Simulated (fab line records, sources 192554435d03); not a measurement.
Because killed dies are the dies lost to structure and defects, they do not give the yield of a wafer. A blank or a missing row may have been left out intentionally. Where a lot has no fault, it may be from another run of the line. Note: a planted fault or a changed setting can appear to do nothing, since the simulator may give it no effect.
fab line records	flow n5Finfet
record: lots: 5	wafers: 15	lastDay: 16
route steps=1938 shown FIN_CUT@178 STI_FIN_REVEAL@183 DUMMY_GATE@212 BEOL_M4@1111 PASSIVATION@1936
lots untouched by any fault: they come from a run of this same line in which no faults occurred
startH: hours from the record's opening day to when the first of the lot's shown wafers began	waitH: hours since the lot's step before	" same as the row above	L1.1+2: one row covering several wafers at once	- value missing, or start not given	* or withheld: withheld	< > ~ a bound
route shown NAME@n: names a module that has steps shown in the file, with the first one's number in the route	usual: mean/standard deviation of fault-free wafers	same: alike in all rows	chamber/n: place in a boat	sites: per-site readings	_std_site: standard deviation of those values	_edge_site: outer sites' mean less inner sites'	radiusMm: how far each site lies from the wafer's centre	mask NAME#n: copy n	behind: the most recent tool/chamber to have shaped the wafer	hold: why the lot went on hold/how many hours it stayed there/how the hold came to an end	device: which transistor (n, p or np) failed to switch	end of line: the same wafers' tests at the end of the route	step lacking rows: just its recipe	killed: at the first sort, the dies lost to defects and structure; wafer yield is something else	map: the dies of a wafer, with x for killed, . for not killed, _ for no die there
set.NAME: the setting the step ran with; set.NAME@STEP: the setting that earlier step ran with	model.NAME: the simulator's own value behind a step, which no gauge read
lots at selected steps of the route; one table per step, one row per wafer
services: from which hour (startH, from the record's first day; less than 0 if before it) a tool's chamber was out of use, for how many hours, and why
== steps ==
step: N5_FIN_CUT_STRIP_22
recipe: chemistry: N2/H2	powerW: 500	tempC: 40	pressureMtorr: 50	rfFrequencyHz: 6e+07	overashFraction: 0.3	biasPowerW: 8	h2Frac: 0.5	n2FlowSccm: 300	h2FlowSccm: 300
step: N5_FIN_CUT_PRECLEAN_36
recipe: chemistry: O3/DIW	timeS: 60	tempC: 22	o3Ppm: 10
step: N5_FIN_CUT_SRD_32
recipe: dry: ipaMarangoni	timeS: 30	tempC: 23	rinseLiquid: diw
step: N5_FIN_CUT_UV_OZONE_34
recipe: timeS: 120	pressureTorr: 760	tempC: 25
step: N5_STI_FIN_REVEAL_ALD_00
recipe: material: SiO2	targetThkA: 10	tempC: 300	aldPrecursorFamily: BDEAS	aldCoReactant: O2-plasma	pulseTimeS: 1	pressureTorr: 2
step: N5_STI_FIN_REVEAL_ALD_14
recipe: material: Si3N4	targetThkA: 30	tempC: 400	aldPrecursorFamily: SiH2I2	aldCoReactant: N2/H2-plasma	pressureTorr: 2
step: N5_STI_FIN_REVEAL_FCVD_FILL_01
recipe: material: SiO2_flowable	targetThkA: 3120	tempC: 100	pressureTorr: 0.8	rfW: 2000	timeS: 512.2
step: N5_STI_FIN_REVEAL_DENSIFY_02
recipe: tempC: 650	ambient: steam	timeS: 1800	idleTempC: 400	densificationPH2oTorr: 640
step: N5_STI_FIN_REVEAL_CMP_04
recipe: stopOn: Si3N4	tOverpolishS: 4	downForcePsi: 2	platenRpm: 54.18	postCmpClean: alkalineBrush	padVelocityMS: 1.078	targetThkNm: 131.83
step: N5_STI_FIN_REVEAL_DENSIFY_30
recipe: tempC: *	timeS: *	ambient: N2	idleTempC: 600	rampUpCPerS: 150	rampDownCPerS: 60	coolToC: 600
step: N5_STI_FIN_REVEAL_ETCHBACK_08
recipe: chemistry: C4F6/O2	target: SiO2	targetDepthA: 305	timeS: 10.167	ionEnergyEv: 250	pressureMtorr: 30	sourceW: 345	biasW: 185	Ar_flow_sccm: 300	C4F6_flow_sccm: 10	O2_flow_sccm: 10
usual: drypumpMotorCurrentA: 5.7/0.69	oesProductAu: 0.80/0.11	rfVppV: 662/12	showerheadPlenumPTorr: 2.79/0.069	throttleValvePct: 21.24/0.24
lot.wafer	tool	chamber	startH	waitH	drypumpMotorCurrentA	oesProductAu	rfHoursCounterH	rfVppV	showerheadPlenumPTorr	throttleValvePct
L809.1	rieDiel-03	0	35.14	0.2	5.0	0.67	242	661	2.93	21.72
L809.5	"	1	"	"	6.6	0.72	-	642	2.74	21.41
L809.6	"	0	"	"	5.0	0.68	-	659	2.93	21.74
L817.2	rieDiel-03	0	82.32	0.2	5.0	1.00	1	660	2.93	21.33
L817.4	"	3	"	"	6.5	0.68	-	674	2.71	21.38
L817.5	"	1	"	"	6.6	0.71	-	643	2.73	21.45
L819.1	rieDiel-03	1	96.10	0.2	6.6	0.69	197	643	2.73	21.44
L819.2	"	3	"	"	6.5	0.68	255	673	2.71	21.38
L819.4	"	0	"	"	5.0	0.95	-	660	2.93	21.35
L821.2	rieDiel-03	1	109.47	0.5	6.6	0.69	203	644	2.72	21.46
L821.5	"	1	"	"	6.6	0.70	-	643	2.72	21.45
L821.6	"	0	"	"	5.0	0.95	-	659	2.92	21.34
L826.1	rieDiel-04	1	135.94	0.4	6.1	0.90	35	651	2.77	20.87
L826.3	"	3	"	"	5.7	0.88	49	658	2.80	21.42
L826.6	"	1	"	"	6.1	0.89	-	652	2.77	20.86
step: N5_STI_FIN_REVEAL_STRIP_24
recipe: chemistry: N2/H2	timeS: 90	powerW: 100	tempC: 40	pressureMtorr: 100	rfFrequencyHz: 6e+07	biasPowerW: 3	n2FlowSccm: 300	h2FlowSccm: 300
step: N5_STI_FIN_REVEAL_PRECLEAN_25
recipe: chemistry: SPM	timeS: 90	tempC: 120	mix: 4:1
step: N5_STI_FIN_REVEAL_PRECLEAN_26
recipe: chemistry: SC1	timeS: 45	tempC: 46	mix: 1:2:100
step: N5_STI_FIN_REVEAL_PRECLEAN_29
recipe: chemistry: DHF	timeS: 30	tempC: 25	dilution: 300:1
step: N5_STI_FIN_REVEAL_SRD_12
recipe: timeS: 30	tempC: 23	rinseLiquid: diw	dry: ipaMarangoni
step: N5_STI_FIN_REVEAL_RECESS_09
recipe: chemistry: HF/NH3	target: SiO2	afsCycles: 11	targetDepthA: 425	tempC: 30	sublimationTempC: 180	sublimationTimeS: 60
step: N5_STI_FIN_REVEAL_STRIP_16
recipe: chemistry: H3PO4	material: SiNx	tempC: 165	targetDepthA: 238	overetchFraction: 0.4964	dry: ipaMarangoni
step: N5_STI_FIN_REVEAL_PRECLEAN_17
recipe: chemistry: NF3:NH3	afsCycles: 1	tempC: 30	timeS: 20	sublimationTempC: 180	sublimationTimeS: 60	pressureTorr: 3	rfPowerW: 30
step: N5_STI_FIN_REVEAL_ETCH_34
recipe: chemistry: H2	mode: isotropic	material: Si	target: Si	targetDepthA: 9.7	tempC: 20	pressureMtorr: 4.5	icpW: 300	biasW: 0	h2FlowSccm: 7.5	heFlowSccm: 142.5
step: N5_STI_FIN_REVEAL_OXIDATION_31
recipe: chemistry: O2_PLASMA_REMOTE	tempC: 150	timeS: 20	pressureMtorr: 1000	sourcePowerW: 2000	o2FlowSccm: 3000
step: N5_STI_FIN_REVEAL_PRECLEAN_32
recipe: chemistry: NF3:NH3	afsCycles: 1	tempC: 30	timeS: 20	sublimationTempC: 180	sublimationTimeS: 60	pressureTorr: 3	rfPowerW: 30
step: N5_STI_FIN_REVEAL_STRIP_35
recipe: chemistry: H3PO4	material: Si3N4	tempC: 165	targetDepthA: 40	timeS: 39
step: N5_STI_FIN_REVEAL_SRD_21
recipe: dry: ipaMarangoni	timeS: 30	tempC: 23	rinseLiquid: diw
step: N5_STI_FIN_REVEAL_OXIDATION_33
recipe: chemistry: O2_PLASMA_REMOTE	tempC: 150	timeS: 20	pressureMtorr: 1000	sourcePowerW: 2000	o2FlowSccm: 3000
step: N5_STI_FIN_REVEAL_CLEAN_19
recipe: chemistry: O3/DIW	tempC: 25	timeS: 120	o3Ppm: 10
step: N5_STI_FIN_REVEAL_SRD_23
recipe: dry: ipaMarangoni	timeS: 30	tempC: 23	rinseLiquid: diw
step: N5_STI_FIN_REVEAL_FIN_H_MEAS_10
usual: trenchDepthNm: 52.0/0.86
lot.wafer	tool	chamber	startH	waitH	trenchDepthNm
L809.1	ocd-02	-	38.35	0.0	51.7
L809.5	"	-	"	"	51.0
L809.6	"	-	"	"	51.7
L817.2	ocd-02	-	85.83	0.0	48.4
L817.4	"	-	"	"	46.9
L817.5	"	-	"	"	47.5
L819.1	ocd-01	-	100.66	0.0	47.7
L819.2	"	-	"	"	46.9
L819.4	"	-	"	"	48.0
L821.2	ocd-01	-	112.43	0.0	48.2
L821.5	"	-	"	"	48.2
L821.6	"	-	"	"	49.1
L826.1	ocd-01	-	138.92	0.0	52.4
L826.3	"	-	"	"	52.3
L826.6	"	-	"	"	52.6
step: N5_STI_FIN_REVEAL_PRECLEAN_18
recipe: chemistry: SC2	timeS: 45	tempC: 35	mix: 1:1:50
step: N5_STI_FIN_REVEAL_SRD_28
recipe: dry: ipaMarangoni	timeS: 30	tempC: 23	rinseLiquid: diw
step: N5_DUMMY_GATE_PRECLEAN_00
recipe: chemistry: O3/DIW	timeS: 60	tempC: 22	o3Ppm: 10
step: N5_DUMMY_GATE_SRD_01
recipe: timeS: 30	tempC: 23	rinseLiquid: diw	dry: ipaMarangoni
step: N5_DUMMY_GATE_ALD_02
recipe: material: SiO2	targetThkA: 20	tempC: 300	aldPrecursorFamily: BDEAS	aldCoReactant: O2-plasma	pulseTimeS: 1	pressureTorr: 2
step: N5_DUMMY_GATE_CVD_03
recipe: material: a-Si	targetThkA: 1500	tempC: 530	precursor: SiH4	timeS: 8042
step: N5_DUMMY_GATE_PRECLEAN_46
recipe: chemistry: DIW	timeS: 89.5	tempC: 23
step: N5_DUMMY_GATE_SRD_47
recipe: dryTimeS: 32	dry: n2Spin	spinRpm: 1500
step: N5_DUMMY_GATE_CMP_04
recipe: material: a-Si	postCmpClean: alkalineBrush
step: N5_BEOL_M4_RC_MEAS_101
usual: DIBL_N: 36.0/1.6	DIBL_P: 36.1/2	IOFF_N: 0.160/0.029	IOFF_N_85C: 3.1/0.48	IOFF_P: 0.21/0.039	IOFF_P_85C: 3.7/0.56	ION_N: 675/13	ION_P: 464/8.8	SS_N: 71.5/0.58	SS_P: 73.3/0.65	VT_N: 250/3.3	VT_P: -249/3.6
lot.wafer	tool	chamber	startH	waitH	DIBL_N[mV/V]	DIBL_P[mV/V]	IOFF_N[nA/um]	IOFF_N_85C[nA/um]	IOFF_P[nA/um]	IOFF_P_85C[nA/um]	ION_N[uA/um]	ION_P[uA/um]	SS_N[mV/dec]	SS_P[mV/dec]	VT_N[mV]	VT_P[mV]
L809.1	prober-02	0	163.92	0.0	34.0	31.5	0.107	2.3	0.14	2.6	654	448	70.2	73.1	254	-256
L809.5	"	0	"	"	35.0	32.7	0.117	2.4	0.15	2.7	656	445	71.0	72.7	256	-255
L809.6	"	0	"	"	35.7	34.8	0.131	2.7	0.19	3.3	658	460	71.1	73.1	251	-252
L817.2	prober-01	0	220.12	0.2	42.7	40.8	0.401	6.6	0.29	4.7	645	435	76.5	75.0	249	-250
L817.4	"	0	"	"	43.1	41.7	0.499	8.0	0.49	7.2	618	425	81.1	78.7	253	-253
L817.5	"	0	"	"	41.8	41.6	0.383	6.4	0.43	6.4	626	433	77.1	77.9	251	-252
L819.1	prober-02	0	234.40	0.0	41.7	43.3	0.336	5.8	0.69	9.8	628	440	76.5	80.0	247	-243
L819.2	"	0	"	"	51.2	43.0	1.448	19.9	0.49	7.4	639	436	90.3	76.5	244	-243
L819.4	"	0	"	"	40.5	42.4	0.262	4.8	0.47	7.2	642	447	74.0	76.6	244	-243
L821.2	prober-02	0	238.21	0.2	42.8	36.7	0.439	7.3	0.23	3.9	632	427	78.3	74.1	250	-252
L821.5	"	0	"	"	44.7	39.4	0.539	8.6	0.30	5.0	639	435	79.1	75.1	247	-250
L821.6	"	0	"	"	40.1	35.6	0.279	4.9	0.23	3.9	636	433	75.8	74.2	254	-252
L826.1	prober-01	0	268.08	0.0	35.8	36.9	0.169	3.3	0.20	3.6	693	470	71.8	73.4	248	-249
L826.3	"	0	"	"	36.0	37.0	0.182	3.5	0.21	3.8	694	475	71.1	73.8	245	-248
L826.6	"	0	"	"	36.5	38.0	0.188	3.6	0.21	3.8	694	474	71.4	73.8	247	-248
step: N5_PASSIVATION_PROBE_49
usual: defectLimitedYield: 91.0/1.3	killed_at_M0_to_M3: 36/9.5	killed_at_M4_up: 14/5.6	killedAtContacts: 12/6.4	killedAtFrontEnd: 40/10	killedAtOther: 3.2/3	killedDies: 107/15	killedOpen: 69/12	killedShort: 35/7.7	sort_bin_4_leakage: 0/0	sort_bin_5_function: 5.3/0.91	sort_bin_6_memory: 3.3/0.65	sort_bin_8_speed: 0.00/0.012	sortNPass: 1073/15	sortYieldPct: 91.0/1.3
same: grossDies: 1180	killedAtBackSide: 0
lot.wafer	tool	chamber	startH	waitH	defectLimitedYield[%]	killed_at_M0_to_M3	killed_at_M4_up	killedAtContacts	killedAtFrontEnd	killedAtOther	killedDies	killedOpen	killedShort	sort_bin_4_leakage[%]	sort_bin_5_function[%]	sort_bin_6_memory[%]	sort_bin_8_speed[%]	sortNPass	sortYieldPct[%]
L809.1	prober-02	-	270.11	0.0	91.5	29	10	4	52	5	100	71	29	0	5.4	2.8	0	1080	91.5
L809.5	prober-02	-	270.31	0.2	92.5	24	16	11	28	10	89	59	30	0	4.3	3.0	0	1091	92.5
L809.6	prober-02	-	270.36	0.3	93.9	28	9	11	24	0	72	52	19	0	3.3	2.4	0	1108	93.9
L817.2	prober-02	-	335.80	0.1	92.5	31	22	3	33	0	89	58	29	9.41	4.9	2.6	7.37	893	75.7
L817.4	prober-02	-	335.90	0.2	90.4	38	21	9	45	0	113	68	43	44.92	4.8	4.5	38.64	81	6.9
L817.5	prober-02	-	335.95	0.2	90.2	33	18	12	52	1	116	75	38	6.61	6.6	2.8	33.22	595	50.4
L819.1	prober-01	-	346.27	0.0	92.5	25	10	2	50	2	89	55	31	56.27	3.7	3.2	4.32	376	31.9
L819.2	prober-01	-	346.32	0.1	92.5	16	15	4	47	7	89	53	26	92.46	4.1	2.5	0	0	0
L819.4	prober-01	-	346.42	0.2	91.6	39	11	10	36	3	99	58	36	3.56	4.6	3.1	1.78	1018	86.3
L821.2	prober-02	-	347.39	0.1	92.2	20	13	10	45	4	92	57	30	32.37	4.2	3.1	25.51	405	34.3
L821.5	prober-02	-	347.54	0.2	92.3	30	9	6	34	12	91	48	37	69.32	3.5	3.6	0.85	261	22.1
L821.6	prober-02	-	347.59	0.3	91.3	29	14	6	48	6	103	62	39	0.08	5.3	3.2	10.17	956	81.0
L826.1	prober-02	-	381.73	0.0	92.4	35	7	13	33	2	90	59	20	0	4.2	2.6	0	1090	92.4
L826.3	prober-02	-	381.83	0.1	90.3	37	16	15	44	2	114	72	39	0	6.3	3.2	0	1066	90.3
L826.6	prober-02	-	381.98	0.3	91.9	29	12	11	43	1	96	68	27	0	4.7	3.2	0	1084	91.9
killed by level:class
L809.1 STI_FIN_REVEAL:geometricParticle:open=24 FIN_SAQP:geometricParticle:open=10 BEOL_M2:geometricParticle:open=10 BEOL_M0_SAQP:geometricParticle:short=7 BEOL_M4:geometricParticle:open=7 STI_FIN_REVEAL:geometricParticle:short=5 BEOL_M0_SAQP:geometricParticle:open=5 STARTING-WAFER:geometricParticle:short=3
L809.5 MOL_CONTACT_COAG:geometricParticle:open=9 BEOL_M1:geometricParticle:open=8 FIN_SAQP:geometricParticle:short=6 BEOL_M4:geometricParticle:open=6 FIN_SAQP:geometricParticle:open=5 BEOL_M3:geometricParticle:open=5 BEOL_M4:geometricParticle:short=5 BEOL_M0_SAQP:geometricParticle:short=3
L809.6 BEOL_M2:geometricParticle:open=12 MOL_CONTACT_COAG:geometricParticle:open=8 FIN_SAQP:geometricParticle:open=6 BEOL_M4:geometricParticle:open=6 STI_FIN_REVEAL:geometricParticle:open=4 DUMMY_GATE:geometricParticle:open=4 STI_FIN_REVEAL:geometricParticle:short=3 MOL_CONTACT_COAG:geometricParticle:short=3
L817.2 BEOL_M0_SAQP:geometricParticle:open=14 BEOL_M0_SAQP:geometricParticle:short=9 FIN_SAQP:geometricParticle:short=7 BEOL_M4:geometricParticle:open=6 STI_FIN_REVEAL:geometricParticle:open=6 BEOL_M3:geometricParticle:open=5 STARTING-WAFER:geometricParticle:short=5 FIN_SAQP:geometricParticle:open=4
L817.4 BEOL_M0_SAQP:geometricParticle:short=10 BEOL_M1:geometricParticle:open=9 BEOL_M0_SAQP:geometricParticle:open=8 FIN_SAQP:geometricParticle:open=6 FIN_SAQP:geometricParticle:short=6 GATE_CUT:geometricParticle:short=6 GATE_CUT:geometricParticle:open=6 MOL_CONTACT_COAG:geometricParticle:open=6
L817.5 FIN_SAQP:geometricParticle:open=13 BEOL_M0_SAQP:geometricParticle:open=11 STI_FIN_REVEAL:geometricParticle:open=9 FIN_SAQP:geometricParticle:short=8 MOL_CONTACT_COAG:geometricParticle:open=8 BEOL_M0_SAQP:geometricParticle:short=8 BEOL_M3:geometricParticle:open=6 BEOL_M4:geometricParticle:open=6
L819.1 FIN_SAQP:geometricParticle:open=15 FIN_SAQP:geometricParticle:short=13 BEOL_M1:geometricParticle:open=9 BEOL_M4:geometricParticle:open=7 STI_FIN_REVEAL:geometricParticle:open=7 BEOL_M0_SAQP:geometricParticle:open=5 BEOL_M0_SAQP:geometricParticle:short=4 GATE_CUT:geometricParticle:open=3
L819.2 BEOL_M4:geometricParticle:open=10 HKMG_FIN:areaEtch=10 BEOL_M1:geometricParticle:open=9 FIN_SAQP:geometricParticle:open=7 FIN_SAQP:geometricParticle:short=5 GATE_CUT:geometricParticle:short=4 MOL_CONTACT_COAG:geometricParticle:open=4 STI_FIN_REVEAL:geometricParticle:open=3
L819.4 BEOL_M1:geometricParticle:open=8 BEOL_M0_SAQP:geometricParticle:open=8 MOL_CONTACT_COAG:geometricParticle:open=7 BEOL_M0_SAQP:geometricParticle:short=7 BEOL_M2:geometricParticle:open=7 FIN_SAQP:geometricParticle:short=6 DUMMY_GATE:geometricParticle:open=5 BEOL_M4:geometricParticle:open=5
L821.2 FIN_SAQP:geometricParticle:open=15 FIN_SAQP:geometricParticle:short=15 MOL_CONTACT_COAG:geometricParticle:open=9 BEOL_M4:geometricParticle:open=7 BEOL_M0_SAQP:geometricParticle:open=5 DUMMY_GATE:geometricParticle:open=4 BEOL_M3:geometricParticle:open=4 ILD0:geometricParticle:open=3
L821.5 BEOL_M0_SAQP:geometricParticle:short=10 BEOL_M0_SAQP:geometricParticle:open=9 PAD_METAL:geometricParticle:short=8 MOL_CONTACT_COAG:geometricParticle:open=6 FIN_SAQP:geometricParticle:short=6 STI_FIN_REVEAL:geometricParticle:open=6 HKMG_FIN:areaEtch=6 BEOL_M2:geometricParticle:open=5
L821.6 BEOL_M2:geometricParticle:open=8 FIN_SAQP:geometricParticle:short=7 STI_FIN_REVEAL:geometricParticle:open=7 BEOL_M0_SAQP:geometricParticle:short=7 BEOL_M3:geometricParticle:open=6 FIN_SAQP:geometricParticle:open=5 MOL_CONTACT_COAG:geometricParticle:open=5 BEOL_M4:geometricParticle:open=5
L826.1 STI_FIN_REVEAL:geometricParticle:open=14 BEOL_M3:geometricParticle:open=14 MOL_CONTACT_COAG:geometricParticle:open=10 HKMG_FIN:areaEtch=7 BEOL_M1:geometricParticle:open=5 BEOL_M3:geometricParticle:short=5 BEOL_M2:geometricParticle:open=4 MOL_CONTACT_COAG:geometricParticle:short=3
L826.3 STI_FIN_REVEAL:geometricParticle:open=15 MOL_CONTACT_COAG:geometricParticle:open=10 BEOL_M2:geometricParticle:open=8 BEOL_M3:geometricParticle:open=7 BEOL_M4:geometricParticle:open=7 FIN_SAQP:geometricParticle:short=6 STI_FIN_REVEAL:geometricParticle:short=5 BEOL_M0_SAQP:geometricParticle:short=5
L826.6 STI_FIN_REVEAL:geometricParticle:open=12 BEOL_M1:geometricParticle:open=10 MOL_CONTACT_COAG:geometricParticle:open=8 DUMMY_GATE:geometricParticle:open=7 BEOL_M4:geometricParticle:open=7 FIN_SAQP:geometricParticle:short=6 STI_FIN_REVEAL:geometricParticle:short=5 BEOL_M3:geometricParticle:open=5
map L817.5 (x killed, . not)
_________________..........x.________________
______________xxxx.x.....x......_____________
___________.....x..............x...__________
__________......x.xx..x............._________
________...........x...........x......_______
_______..........x.................xx..______
______x...x....x..x...................x._____
_____x........x..x....x.x....x..........x____
____.......x......x...x..........x........___
___..............x.......x..x......x...x..x__
___.x.................x....................__
__............x.....x........x.............._
__.x............x..........................._
_......x..............x.................x....
_...........................x................
_...........................x................
_................................x...........
_x.x.....x.......x.x.....x........x.......x..
_..x.x.............x..x........x.............
_..........x...........x.....................
_x..............x...........x...x.........xx.
__.................x.....x..........x......x_
__.....x..x................................._
___............x...........................__
___.......x.........xxx....x.x.x.......xxx.__
____..........x...........xx..............___
_____x..............x..x.x..x....x...x...____
______.................................._____
_______..x.................x...........______
________.x..x.........x.x............._______
__________..........x..............._________
___________....x....x...x..........__________
______________x....x...........x_____________
_________________...x.......x________________
map L819.4 (x killed, . not)
_________________.....x.x....________________
______________...x......xx......_____________
___________.x.........x.......x....__________
__________x........x................_________
________.....x...x...........x........_______
_______..x.........x...................______
______..........x...................x..._____
_____............x............x..........____
____.......x..........x..x...............x___
___..........x......................x......__
___x........................x..............__
__..x.................x.x.x.x..............._
__....................x..x.x.....xx........._
_.x........x...x.........x......x..........x.
_.......................x...x............x...
_...........xx.........x...................x.
_.....x...........x..........................
_......x.........x.............x..........x..
_.........x.................x...x....x.......
_......................x.........x..x....x...
_....x...xx..................................
__.x...........................x....x.....xx_
__x.........x......x...x..............x....._
___....................................x...__
___x.......x..............x................__
____.x........xx..........x.......x.......___
_____..x..............x..................____
______........x............xx..........x_____
_______....x...........................______
________............x....x........x..._______
__________..........x..............._________
___________........................__________
______________.................._____________
_________________........xx..________________
== services ==
tool	chamber	startH	hours	kind
rieDiel-03	0	11.54	4.0	repair
rieDiel-04	1	15.77	-	clean
rieDiel-04	1	15.77	-	consumableReplace:focusRing
rieDiel-04	1	15.77	18.7	scheduledDown
rieDiel-04	1	15.77	18.7	ventCycle
rieDiel-04	2	31.94	2.5	repair
rieDiel-03	0	54.03	-	clean
rieDiel-03	0	54.03	-	consumableReplace:focusRing
rieDiel-03	0	54.03	24.2	scheduledDown
rieDiel-03	0	54.03	24.2	ventCycle
rieDiel-03	2	78.36	-	clean
rieDiel-03	2	78.36	-	consumableReplace:focusRing
rieDiel-03	2	78.36	23.1	scheduledDown
rieDiel-03	2	78.36	23.1	ventCycle
rieDiel-03	-	97.60	2.8	pm
rieDiel-03	3	101.64	-	clean
rieDiel-03	3	101.64	-	consumableReplace:focusRing
rieDiel-03	3	101.64	-	consumableReplace:showerhead
rieDiel-03	3	101.64	20.1	scheduledDown
rieDiel-03	3	101.64	20.1	ventCycle
rieDiel-04	1	120.81	9.9	repair
== key ==
firstSign: step: N5_STI_FIN_REVEAL_FIN_H_MEAS_10	reading: trenchDepthNm	direction: down	sigmas: 4.8	usual: 52.0	struck: 47.9
effect: step: N5_BEOL_M4_RC_MEAS_101	reading: SS_N	direction: up	sigmas: 12	usual: 71.5	struck: 78.7
effect: step: N5_BEOL_M4_RC_MEAS_101	reading: IOFF_N	direction: up	sigmas: 12	usual: 0.160	struck: 0.510
effect: step: N5_BEOL_M4_RC_MEAS_101	reading: IOFF_N_85C	direction: up	sigmas: 10	usual: 3.1	struck: 8.0
effect: step: N5_BEOL_M4_RC_MEAS_101	reading: SS_P	direction: up	sigmas: 4.9	usual: 73.3	struck: 76.5	wafersMoved: 8
effect: step: N5_BEOL_M4_RC_MEAS_101	reading: IOFF_P	direction: up	sigmas: 4.8	usual: 0.21	struck: 0.40	wafersMoved: 6
effect: step: N5_BEOL_M4_RC_MEAS_101	reading: IOFF_P_85C	direction: up	sigmas: 4.4	usual: 3.7	struck: 6.2	wafersMoved: 5
effect: step: N5_BEOL_M4_RC_MEAS_101	reading: DIBL_N	direction: up	sigmas: 4.4	usual: 36.0	struck: 43.2
effect: step: N5_BEOL_M4_RC_MEAS_101	reading: ION_P	direction: down	sigmas: 3.3	usual: 464	struck: 435
effect: step: N5_BEOL_M4_RC_MEAS_101	reading: ION_N	direction: down	sigmas: 3.2	usual: 675	struck: 634
effect: step: N5_BEOL_M4_RC_MEAS_101	reading: DIBL_P	direction: up	sigmas: 2.2	usual: 36.1	struck: 40.5	wafersMoved: 5
effect: step: N5_PASSIVATION_PROBE_49	reading: sort_bin_4_leakage	direction: up	sigmas: 99+	usual: 0	struck: 35.00	wafersMoved: 8
metAt N5_STI_FIN_REVEAL_ETCHBACK_08
struckWafers L817.2,L817.4,L817.5,L819.1,L819.2,L819.4,L821.2,L821.5,L821.6
baselineLoss: step: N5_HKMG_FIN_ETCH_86	wafers: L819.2
onsetBetween 35.14 82.32
fault: kind: processParameterDrift	tool: rieDiel-03	chamber: -	onsetH: 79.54	steps: N5_STI_FIN_REVEAL_ETCHBACK_08	channel: timeS	offset: *	shape: step	endH: 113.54	actsIn: *	stated: *
baselineLoss: these wafers lose ten dies or more at that step, a loss of the line's own and not of a fault; the sort's usual values leave them out
